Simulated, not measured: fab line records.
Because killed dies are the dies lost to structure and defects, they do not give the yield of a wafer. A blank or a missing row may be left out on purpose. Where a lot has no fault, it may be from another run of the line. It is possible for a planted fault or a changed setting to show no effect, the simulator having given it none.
fab line records	flow n5-finfet
record lots=7	wafers=19	last-day=21
route steps=1938 shown BEOL_M9@1428 PASSIVATION@1936
lots that met no fault: from a run of the same line without faults
start-h: hours from the record's opening day to when the first of the lot's shown wafers began	wait-h: how many hours have passed since the lot's step before this one	" identical to the entry in the row above	L1.1+2: a row that stands for several wafers	- either no value or no given start	* or withheld: withheld	< > ~ a bound
route shown NAME@n: NAME is a module with steps in the file, n the number in the route of the first one	usual: the fault-free wafers' mean and standard deviation	same: alike in all rows	chamber/n: place in a boat	sites: each site's reading	_std_site: standard deviation across them	_edge_site: inner sites' mean taken away from outer sites' mean	radius-mm: how far each site lies from the wafer's centre	mask NAME#n: copy n	behind: the tool/chamber that last shaped the wafer	hold: reason for holding the lot/hours on hold/outcome of the hold	device: which transistor (n, p or np) failed to switch	end of line: the same wafers' tests at the end of the route	step lacking rows: just its recipe	killed: dies lost to structure and defects at the first sort, not the wafer's yield	map: per-die view of a wafer (x killed, . not killed, _ where there is no die)
set.NAME: the run value of the setting; set.NAME@STEP: its run value at that earlier step	model.NAME: the simulator's own value behind a step, which no gauge read
certain route steps with their lots: each step a table, each wafer a row
services: when a tool's chamber went out of use (start-h, in hours from the record's first day, below 0 if earlier), for how many hours, and the reason
## steps
# step N5_BEOL_M9_COAT_22
# recipe resist=CAR-EUV	spin-rpm=1500	resist-thk-nm=30
# step N5_BEOL_M9_EBR_24
# recipe solvent=PGMEA	ebr-width-mm=1.5
# step N5_BEOL_M9_SOFTBAKE_23
# recipe temp-c=110	time-s=60	resist=CAR-EUV
# step N5_BEOL_M9_EXPOSE_25
# recipe mask-id=V8	na=0.33	source-shape=annular	sigma-inner=0.4	sigma-outer=0.8	polarization=unpolarized	dose-mj=37.25
# step N5_BEOL_M9_PEB_26
# recipe peb-temp-c=100	peb-time-s=60	resist=CAR-EUV
# step N5_BEOL_M9_DEVELOP_27
# recipe develop-time-s=30	developer=TMAH	resist=CAR-EUV	rinse-liquid=surfactant-rinse	dry=air-spin	dev-temp-c=23
# step N5_BEOL_M9_CD_MEAS_28
# recipe target-cd-nm=70	landing-energy-ev=500	detector=se-inlens	polarity=opening
# usual cd-nm=69.84/0.28
lot.wafer	tool	chamber	start-h	wait-h	cd-nm
L337.1	cd-sem-02	0	327.44	-	69.97
L337.2	"	0	"	"	69.45
L337.5	"	0	"	"	69.51
L341.1	cd-sem-02	0	348.69	-	70.26
L341.5	"	0	"	"	69.94
L341.6	"	0	"	"	70.39
L336.1	cd-sem-03	0	369.50	-	69.45
L336.2	"	0	"	"	70.06
L336.4	"	0	"	"	69.34
L344.3	cd-sem-01	0	400.03	-	70.36
L344.5	"	0	"	"	70.07
L344.6	"	0	"	"	69.70
L342.3	cd-sem-03	0	402.63	-	70.52
L342.4	"	0	"	"	69.56
L342.5	"	0	"	"	69.56
L346.1	cd-sem-01	0	405.72	-	69.78
L346.3	"	0	"	"	69.62
L349.1	cd-sem-01	0	412.69	-	70.10
L349.5	"	0	"	"	69.78
# step N5_BEOL_M9_OVL_MEAS_29
# recipe points-per-wafer=522
# usual V8_OVL=0.3/0.65
lot.wafer	tool	chamber	start-h	wait-h	V8_OVL[nm]
L337.1	overlay-02	0	327.47	0.0	1.4
L337.2	"	0	"	"	0.9
L337.5	"	0	"	"	0.5
L341.1	overlay-02	0	348.72	0.0	-1.0
L341.5	"	0	"	"	0.4
L341.6	"	0	"	"	1.4
L336.1	overlay-02	0	369.53	0.0	0.4
L336.2	"	0	"	"	0.6
L336.4	"	0	"	"	-0.2
L344.3	overlay-02	0	400.07	0.0	-0.2
L344.5	"	0	"	"	0.0
L344.6	"	0	"	"	-0.1
L342.3	overlay-01	0	402.67	0.0	0.4
L342.4	"	0	"	"	0.1
L342.5	"	0	"	"	-0.1
L346.1	overlay-01	0	405.75	0.0	-0.2
L346.3	"	0	"	"	0.7
L349.1	overlay-02	0	412.72	0.0	0.8
L349.5	"	0	"	"	-0.2
# step N5_BEOL_M9_INSPECT_30
# recipe mode=adi	inspect-instrument=brightfield
# usual raw-defect-count=413/90
lot.wafer	tool	chamber	start-h	wait-h	raw-defect-count
L337.1	defect-inspect-01	-	327.53	0.1	495
L337.2	"	-	"	"	447
L337.5	"	-	"	"	411
L341.1	defect-inspect-01	-	348.78	0.1	534
L341.5	"	-	"	"	438
L341.6	"	-	"	"	357
L336.1	defect-inspect-02	-	369.59	0.1	475
L336.2	"	-	"	"	413
L336.4	"	-	"	"	401
L344.3	defect-inspect-02	-	400.11	0.0	334
L344.5	"	-	"	"	482
L344.6	"	-	"	"	359
L342.3	defect-inspect-01	-	402.71	0.0	382
L342.4	"	-	"	"	395
L342.5	"	-	"	"	393
L346.1	defect-inspect-02	-	405.81	0.1	554
L346.3	"	-	"	"	477
L349.1	defect-inspect-02	-	412.78	0.1	392
L349.5	"	-	"	"	296
# step N5_BEOL_M9_DESCUM_33
# recipe chemistry=O2	time-s=7	source-power-w=50	bias-power-w=20	pressure-mtorr=20	rf-frequency-hz=2.712e+07	temp-c=40	resist=CAR-EUV	o2-flow-sccm=225
# usual drypump-motor-current-A=5.6/0.49	oes-product-au=0.79/0.087	rf-vpp-V=243.3/1.6	showerhead-plenum-p-Torr=2.11/0.089	throttle-valve-pct=20.44/0.22
lot.wafer	tool	chamber	start-h	wait-h	drypump-motor-current-A	oes-product-au	rf-hours-counter-h	rf-vpp-V	showerhead-plenum-p-Torr	throttle-valve-pct
L337.1	rie-diel-05	1	327.57	0.0	5.6	0.69	244	242.9	2.11	20.43
L337.2	"	2	"	"	6.2	0.73	168	244.1	2.17	20.36
L337.5	"	3	"	"	5.7	0.69	-	239.9	1.98	20.27
L341.1	rie-diel-02	1	348.81	0.0	6.4	0.77	130	244.3	2.21	20.53
L341.5	"	2	"	"	5.0	0.95	-	243.4	2.15	20.20
L341.6	"	1	"	"	6.4	0.76	-	245.3	2.21	20.53
L336.1	rie-diel-06	2	369.62	0.0	5.5	0.92	16	242.0	2.04	19.83
L336.2	"	0	"	"	5.8	0.74	183	243.1	2.05	20.49
L336.4	"	1	"	"	5.5	0.76	140	244.8	2.19	20.29
L344.3	rie-diel-06	2	400.17	0.1	5.6	0.90	23	242.4	2.04	19.86
L344.5	"	1	"	"	5.5	0.75	-	243.3	2.19	20.29
L344.6	"	2	"	"	5.6	0.91	-	242.9	2.04	19.87
L342.3	rie-diel-02	3	402.75	0.0	5.7	0.78	142	241.0	2.00	20.69
L342.4	"	0	"	"	4.8	0.88	43	245.6	2.23	20.75
L342.5	"	0	"	"	4.8	0.89	-	244.0	2.23	20.76
L346.1	rie-diel-02	1	405.84	0.0	6.4	0.75	145	245.0	2.21	20.56
L346.3	"	0	"	"	4.8	0.87	44	245.7	2.23	20.77
L349.1	rie-diel-02	3	412.93	0.2	5.7	0.78	145	242.7	1.99	20.72
L349.5	"	1	"	"	6.4	0.76	-	244.9	2.21	20.56
# step N5_BEOL_M9_ETCH_76
# recipe chemistry=N2/H2	target=underlayer	target-depth-a=65	mask-material=CAR-EUV	time-s=5.2	ion-energy-ev=200	pressure-mtorr=30	source-w=840	bias-w=150	n2-flow-sccm=200	h2-flow-sccm=200	ends=cleared
# usual drypump-motor-current-A=5.6/0.49	etch-rf-on-time-s=5.27/0.18	oes-product-au=0.67/0.07	rf-vpp-V=524.3/2.9	showerhead-plenum-p-Torr=2.57/0.094	throttle-valve-pct=17.9/0.32
lot.wafer	tool	chamber	start-h	wait-h	drypump-motor-current-A	etch-rf-on-time-s	oes-product-au	rf-hours-counter-h	rf-vpp-V	showerhead-plenum-p-Torr	throttle-valve-pct
L337.1	rie-diel-05	1	327.60	0.0	5.6	5.44	0.58	244	524.5	2.62	18.2
L337.2	"	2	"	"	6.1	5.19	0.63	168	528.0	2.67	18.1
L337.5	"	3	"	"	5.8	5.26	0.61	-	521.1	2.42	17.9
L341.1	rie-diel-02	1	348.85	0.0	6.4	5.57	0.63	130	527.1	2.65	17.8
L341.5	"	2	"	"	5.0	5.45	0.77	-	525.6	2.60	17.6
L341.6	"	1	"	"	6.4	5.60	0.63	-	526.3	2.65	17.7
L336.1	rie-diel-06	2	369.66	0.0	5.5	5.15	0.79	16	523.5	2.48	17.3
L336.2	"	0	"	"	5.8	5.43	0.61	183	522.2	2.55	18.3
L336.4	"	1	"	"	5.5	5.27	0.65	140	526.7	2.63	17.5
L344.3	rie-diel-06	2	400.21	0.0	5.6	5.06	0.79	23	522.1	2.48	17.3
L344.5	"	1	"	"	5.5	5.22	0.65	-	525.2	2.63	17.5
L344.6	"	2	"	"	5.6	5.10	0.78	-	525.9	2.48	17.3
L342.3	rie-diel-02	3	402.78	0.0	5.7	5.51	0.65	142	520.4	2.47	18.6
L342.4	"	0	"	"	4.9	5.17	0.74	43	528.4	2.68	18.0
L342.5	"	0	"	"	4.9	5.11	0.75	-	526.6	2.68	18.0
L346.1	rie-diel-02	1	405.88	0.0	6.4	5.49	0.63	145	523.8	2.65	17.8
L346.3	"	0	"	"	4.8	5.12	0.75	44	527.9	2.68	18.0
L349.1	rie-diel-02	3	412.97	0.0	5.7	5.48	0.64	145	520.3	2.47	18.6
L349.5	"	1	"	"	6.4	5.53	0.62	-	525.6	2.65	17.7
# step N5_BEOL_M9_ETCH_65
# recipe chemistry=CF4	target=SiARC	target-depth-a=156	mask-material=CAR-EUV	time-s=26	ion-energy-ev=80	pressure-mtorr=40	source-w=545	bias-w=36	Ar_flow_sccm=100	cf4-flow-sccm=100	ends=cleared
# usual drypump-motor-current-A=5.6/0.49	etch-rf-on-time-s=26.4/0.86	oes-product-au=0.67/0.072	rf-vpp-V=184.4/1.1	showerhead-plenum-p-Torr=2.16/0.077	throttle-valve-pct=15.63/0.22
lot.wafer	tool	chamber	start-h	wait-h	drypump-motor-current-A	etch-rf-on-time-s	oes-product-au	rf-hours-counter-h	rf-vpp-V	showerhead-plenum-p-Torr	throttle-valve-pct
L337.1	rie-diel-05	1	327.62	0.0	5.6	26.9	0.58	244	184.2	2.20	15.90
L337.2	"	2	"	"	6.1	25.9	0.63	168	185.9	2.24	15.61
L337.5	"	3	"	"	5.7	26.1	0.62	-	183.4	2.03	15.57
L341.1	rie-diel-02	1	348.87	0.0	6.4	27.8	0.64	130	185.1	2.24	15.59
L341.5	"	2	"	"	5.0	26.5	0.79	-	183.8	2.19	15.28
L341.6	"	1	"	"	6.4	27.7	0.64	-	186.2	2.24	15.59
L336.1	rie-diel-06	2	369.68	0.0	5.6	26.0	0.79	16	184.5	2.12	15.24
L336.2	"	0	"	"	5.8	26.9	0.62	183	183.8	2.12	15.86
L336.4	"	1	"	"	5.5	26.3	0.65	140	184.3	2.22	15.40
L344.3	rie-diel-06	2	400.22	0.0	5.5	25.6	0.79	23	183.2	2.12	15.26
L344.5	"	1	"	"	5.6	26.0	0.65	-	184.7	2.21	15.42
L344.6	"	2	"	"	5.5	25.7	0.78	-	182.0	2.12	15.24
L342.3	rie-diel-02	3	402.80	0.0	5.7	28.0	0.63	142	183.3	2.06	15.95
L342.4	"	0	"	"	4.8	26.1	0.74	43	186.2	2.24	15.69
L342.5	"	0	"	"	4.8	26.2	0.74	-	184.9	2.25	15.69
L346.1	rie-diel-02	1	405.89	0.0	6.4	27.6	0.63	145	185.8	2.23	15.63
L346.3	"	0	"	"	4.8	25.5	0.75	44	186.1	2.25	15.67
L349.1	rie-diel-02	3	412.98	0.0	5.7	27.3	0.65	145	183.5	2.06	15.95
L349.5	"	1	"	"	6.4	27.4	0.63	-	186.6	2.23	15.63
# step N5_BEOL_M9_ETCH_66
# recipe chemistry=N2/H2	target=SOC	target-depth-a=800	overetch-a=160	mask-material=SiARC	temp-c=40	time-s=120	ion-energy-ev=200	pressure-mtorr=30	source-w=840	bias-w=150	n2-flow-sccm=200	h2-flow-sccm=200
# usual drypump-motor-current-A=5.6/0.48	oes-product-au=0.61/0.06	rf-vpp-V=524.4/2.7	showerhead-plenum-p-Torr=2.57/0.094	throttle-valve-pct=17.9/0.32
lot.wafer	tool	chamber	start-h	wait-h	drypump-motor-current-A	oes-product-au	rf-hours-counter-h	rf-vpp-V	showerhead-plenum-p-Torr	throttle-valve-pct	model.SiARC_of_BEOL_M9_COAT_64.thk-nm
L337.1	rie-diel-05	1	327.64	0.0	5.5	0.53	244	527.5	2.62	18.2	6.8
L337.2	"	2	"	"	6.1	0.57	168	527.1	2.67	18.1	6.6
L337.5	"	3	"	"	5.7	0.55	-	521.5	2.42	17.8	6.4
L341.1	rie-diel-02	1	348.89	0.0	6.4	0.59	130	526.7	2.65	17.7	6.6
L341.5	"	2	"	"	5.0	0.72	-	526.1	2.60	17.6	6.6
L341.6	"	1	"	"	6.4	0.60	-	525.8	2.65	17.7	6.6
L336.1	rie-diel-06	2	369.70	0.0	5.6	0.71	16	522.5	2.48	17.3	6.4
L336.2	"	0	"	"	5.8	0.56	183	525.0	2.55	18.2	6.4
L336.4	"	1	"	"	5.5	0.59	140	526.3	2.63	17.5	6.4
L344.3	rie-diel-06	2	400.25	0.0	5.5	0.70	23	522.1	2.48	17.3	6.4
L344.5	"	1	"	"	5.6	0.58	-	527.0	2.63	17.5	6.4
L344.6	"	2	"	"	5.6	0.69	-	523.0	2.48	17.3	6.4
L342.3	rie-diel-02	3	402.83	0.0	5.7	0.59	142	520.9	2.47	18.6	8
L342.4	"	0	"	"	4.8	0.66	43	526.9	2.68	18.0	6.2
L342.5	"	0	"	"	4.8	0.67	-	528.4	2.68	18.0	7.8
L346.1	rie-diel-02	1	405.92	0.0	6.4	0.58	145	526.7	2.65	17.7	6.6
L346.3	"	0	"	"	4.8	0.67	44	528.6	2.68	18.0	7.8
L349.1	rie-diel-02	3	413.01	0.0	5.7	0.59	145	521.0	2.47	18.5	6.2
L349.5	"	1	"	"	6.4	0.58	-	525.6	2.65	17.7	8
# step N5_BEOL_M9_STRIP_69
# recipe chemistry=N2/H2	temp-c=40	n2-flow-sccm=200	h2-flow-sccm=200	rf-frequency-hz=6e+07
# step N5_PASSIVATION_PROBE_49
# usual defect-limited-yield=90.9/1.6	killed_at_M0_to_M3=37/11	killed_at_M4_up=15/5.6	killed-at-contacts=13/6.4	killed-at-front-end=39/11	killed-at-other=4/3.1	killed-dies=107/19	killed-open=71/14	killed-short=34/7.8	sort_bin_4_leakage=0.01/0.053	sort_bin_5_function=5.3/1	sort_bin_6_memory=3.4/0.72	sort-n-pass=1072/20	sort-yield-pct=90.9/1.7
# same gross-dies=1180	killed-at-back-side=0	sort_bin_8_speed[%]=0
lot.wafer	tool	chamber	start-h	wait-h	defect-limited-yield[%]	killed_at_M0_to_M3	killed_at_M4_up	killed-at-contacts	killed-at-front-end	killed-at-other	killed-dies	killed-open	killed-short	sort_bin_4_leakage[%]	sort_bin_5_function[%]	sort_bin_6_memory[%]	sort-n-pass	sort-yield-pct[%]
L337.1	prober-01	-	406.22	0.0	90.1	38	8	12	56	3	117	85	30	0	6.3	3.5	1063	90.1
L337.2	prober-01	-	406.27	0.1	91.1	36	8	11	46	4	105	63	41	0	5.5	3.0	1075	91.1
L337.5	prober-01	-	406.42	0.2	88.7	47	14	9	49	14	133	95	36	0	6.4	4.4	1047	88.7
L342.3	prober-01	-	468.03	0.1	92.8	35	1	19	24	6	85	58	27	0	4.2	2.5	1095	92.8
L346.3	prober-01	-	473.93	0.1	91.9	26	18	11	34	6	95	62	31	0	5.0	3.0	1085	91.9
# killed by level:class
L337.1 STI_FIN_REVEAL:geometric-particle:open=17 FIN_SAQP:geometric-particle:open=11 BEOL_M1:geometric-particle:open=10 BEOL_M3:geometric-particle:open=9 MOL_CONTACT_COAG:geometric-particle:open=8 BEOL_M2:geometric-particle:open=6 FIN_SAQP:geometric-particle:short=5 GATE_CUT:geometric-particle:short=5
L337.2 FIN_SAQP:geometric-particle:open=14 BEOL_M3:geometric-particle:open=9 MOL_CONTACT_COAG:geometric-particle:open=8 GATE_CUT:geometric-particle:short=6 BEOL_M0_SAQP:geometric-particle:open=6 STARTING-WAFER:geometric-particle:short=6 BEOL_M1:geometric-particle:open=5 BEOL_M4:geometric-particle:open=5
L337.5 STI_FIN_REVEAL:geometric-particle:open=16 FIN_SAQP:geometric-particle:open=15 BEOL_M3:geometric-particle:open=14 BEOL_M0_SAQP:geometric-particle:open=9 MOL_CONTACT_COAG:geometric-particle:open=8 BEOL_M0_SAQP:geometric-particle:short=6 BEOL_M0:geometric-particle:open=6 BEOL_M4:geometric-particle:open=6
L342.3 MOL_CONTACT_COAG:geometric-particle:open=14 BEOL_M0_SAQP:geometric-particle:open=10 STI_FIN_REVEAL:geometric-particle:open=8 BEOL_M1:geometric-particle:open=8 BEOL_M2:geometric-particle:open=8 BEOL_M0_SAQP:geometric-particle:short=6 MOL_CONTACT_COAG:geometric-particle:short=5 GATE_CUT:geometric-particle:short=4
L346.3 FIN_SAQP:geometric-particle:open=8 STI_FIN_REVEAL:geometric-particle:open=7 GATE_CUT:geometric-particle:short=7 MOL_CONTACT_COAG:geometric-particle:open=7 BEOL_M3:geometric-particle:open=7 BEOL_M0_SAQP:geometric-particle:short=5 BEOL_M4:geometric-particle:open=5 BEOL_M2:geometric-particle:open=4
## services
tool	chamber	start-h	hours	kind
rie-diel-02	2	317.30	-	clean
rie-diel-02	2	317.30	-	consumable-replace:focus-ring
rie-diel-02	2	317.30	12.3	scheduled-down
rie-diel-02	2	317.30	12.3	vent-cycle
rie-diel-05	0	344.40	2.8	repair
rie-diel-05	1	347.18	-	clean
rie-diel-05	1	347.18	-	consumable-replace:esc
rie-diel-05	1	347.18	-	consumable-replace:focus-ring
rie-diel-05	1	347.18	37.7	scheduled-down
rie-diel-05	1	347.18	37.7	vent-cycle
rie-diel-02	1	367.74	5.0	repair
rie-diel-06	0	401.30	8.8	repair
rie-diel-06	0	411.47	6.5	repair
## key
first-sign none at tools or gauges
model-effect step=N5_BEOL_M9_ETCH_66	value=SiARC_of_BEOL_M9_COAT_64.thk-nm	without=6.35	struck=7.9
met-at N5_BEOL_M9_ETCH_66
struck-wafers L342.3,L342.5,L346.3,L349.5
onset-between 348.89 402.83
fault kind=process-parameter-drift	tool=rie-diel-02	chamber=-	onset-h=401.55	steps=N5_BEOL_M9_ETCH_66	channel=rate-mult	offset=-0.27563	shape=step	end-h=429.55	scope=struck-wafers-only
